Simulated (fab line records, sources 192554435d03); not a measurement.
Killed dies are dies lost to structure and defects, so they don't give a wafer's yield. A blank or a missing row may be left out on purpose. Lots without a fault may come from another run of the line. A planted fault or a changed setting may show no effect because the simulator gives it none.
A struck lot beside a sound one | flow n5_finfet | 37 steps out of a route of 1938
Sound: wafers L810.2, L810.3, L810.4. Struck: wafers L830.1, L830.2, L830.4. The cause comes at the end.
At each step with rows: each side's tool, then ch and its chambers, then its first start. Under that, the readings that differ: sound wafers | struck wafers | difference of the means | sigmas: that difference in standard deviations of wafers without a fault.
alike: readings whose means differ by less than 2 such deviations, and words and numbers that are the same on both sides. not compared: withheld readings, readings that some wafer has no value for, bounds like >300 that may hide the same value, and numbers for which the record gives no deviation and whose values overlap.
The two part at a step that has a row with sigmas, a row that says differs or no value, or rows on one side only. Numbers that don't overlap but have no deviation are shown without sigmas and don't part them. A reading that every wafer of one side lacks parts them only if that side has two wafers or more.

first, 9 steps without rows for these wafers: N5_BEOL_M4_ANNEAL_95 (time 240 s); N5_BEOL_M4_SPUTTER_96 (material Cu, target thk 4.5 nm, time 8.29 s); N5_BEOL_M4_ECD_50 (material Cu, target thk 300 nm); N5_BEOL_M4_ANNEAL_51 (time 90 s); N5_BEOL_M4_CMP_52 (polishes, stops on SiOC, t overpolish 6.8 s, target thk 40 nm); N5_BEOL_M4_PRE_CLEAN_60 (time 15 s); N5_BEOL_M4_CO_CAP_55 (material Co, precursor CCTBA/H2, target thk 2 nm, time 102.1 s); N5_BEOL_M4_PRE_CLEAN_56 (time 15 s); N5_BEOL_M4_DEP_57 (deposits SiCN from 3MS/NH3, target thk 8 nm, time 14 s).
N5_BEOL_M4_RC_MEAS_101:
  sound on prober-02 ch 0, day 10 23:16; struck on prober-01 ch 0, day 15 12:32
  alike: DIBL_N, DIBL_P, IOFF_N, IOFF_P, ION_N, ION_P, SS_N, SS_P, VT_N, VT_P
then, 24 steps without rows for these wafers: N5_BEOL_M5_ILD_DEP_00 (deposits SiCOH lowk from DEMS/porogen, target thk 140.64 nm, time 25.9 s); N5_BEOL_M5_CURE_79 (cures SiCOH lowk, time 240 s); N5_BEOL_M5_PECVD_70 (deposits SiO2 from TEOS/O2, target thk 16 nm, time 18 s); N5_BEOL_M5_HM_DEP_02 (deposits TiN, target thk 20 nm); N5_BEOL_M5_COAT_59 (time 60 s, resist thk 60 nm); N5_BEOL_M5_COAT_60 (time 60 s, resist thk 12 nm); N5_BEOL_M5_COAT_71 (time 60 s, resist thk 5 nm); N5_BEOL_M5_COAT_05 (resist thk 30 nm); N5_BEOL_M5_EBR_07; N5_BEOL_M5_SOFTBAKE_06 (time 60 s); N5_BEOL_M5_EXPOSE_08 (exposes mask M5, target cd 28 nm); N5_BEOL_M5_PEB_09 (peb time 60 s); N5_BEOL_M5_DEVELOP_10 (develop time 30 s); N5_BEOL_M5_DESCUM_16 (chemistry O2, time 7 s); N5_BEOL_M5_ETCH_72 (etches underlayer in N2/H2, target depth 6.5 nm, time 5.2 s); N5_BEOL_M5_ETCH_61 (etches SiARC in CF4, target depth 15.6 nm, time 26 s); N5_BEOL_M5_ETCH_62 (etches SOC in N2/H2, target depth 75 nm, overetch 15 nm, time 112.5 s); N5_BEOL_M5_STRIP_63 (strips in N2/H2); N5_BEOL_M5_STRIP_73 (strips in N2/H2); N5_BEOL_M5_STRIP_64 (strips in CF4); N5_BEOL_M5_HM_OPEN_17 (chemistry Cl2/BCl3, target TiN, target depth 20 nm, overetch 6 nm); N5_BEOL_M5_STRIP_19 (strips in O2); N5_BEOL_M5_COAT_65 (time 60 s, resist thk 60 nm); N5_BEOL_M5_COAT_66 (time 60 s, resist thk 12 nm).
N5_BEOL_M8_ECD_50: material Cu, target thk 300 nm.
  sound on ecd_cu-01 ch 0,1, day 12 12:46; struck on ecd_cu-02 ch 0,1, day 16 22:17
N5_BEOL_M8_CMP_52: polishes, stops on SiCOH lowk, t overpolish 6.9 s, target thk 80 nm.
  sound on cmp-02 ch 1,2,3, day 12 13:44; struck on cmp-01 ch 0,1,2, day 16 22:44
  reading                | sound    | struck | difference | sigmas
  time_to_endpoint_s (s) | 63 59 63 | 1 3 5  | -59        | -14
  alike: motor_current_A
-- the record jumps here: 3 days lie between the struck wafers' starts before and after (it left off in module BEOL_M8 and takes up again in module PASSIVATION, whose first step shown is number 1936 of the route) --
N5_PASSIVATION_PROBE_49:
  the record has rows for the struck wafers here (prober-01, day 20 05:50) and none for the sound ones

WHERE THEY PART
First at N5_BEOL_M8_CMP_52; last, within this record, at N5_PASSIVATION_PROBE_49.

WHY: what the simulator had put in
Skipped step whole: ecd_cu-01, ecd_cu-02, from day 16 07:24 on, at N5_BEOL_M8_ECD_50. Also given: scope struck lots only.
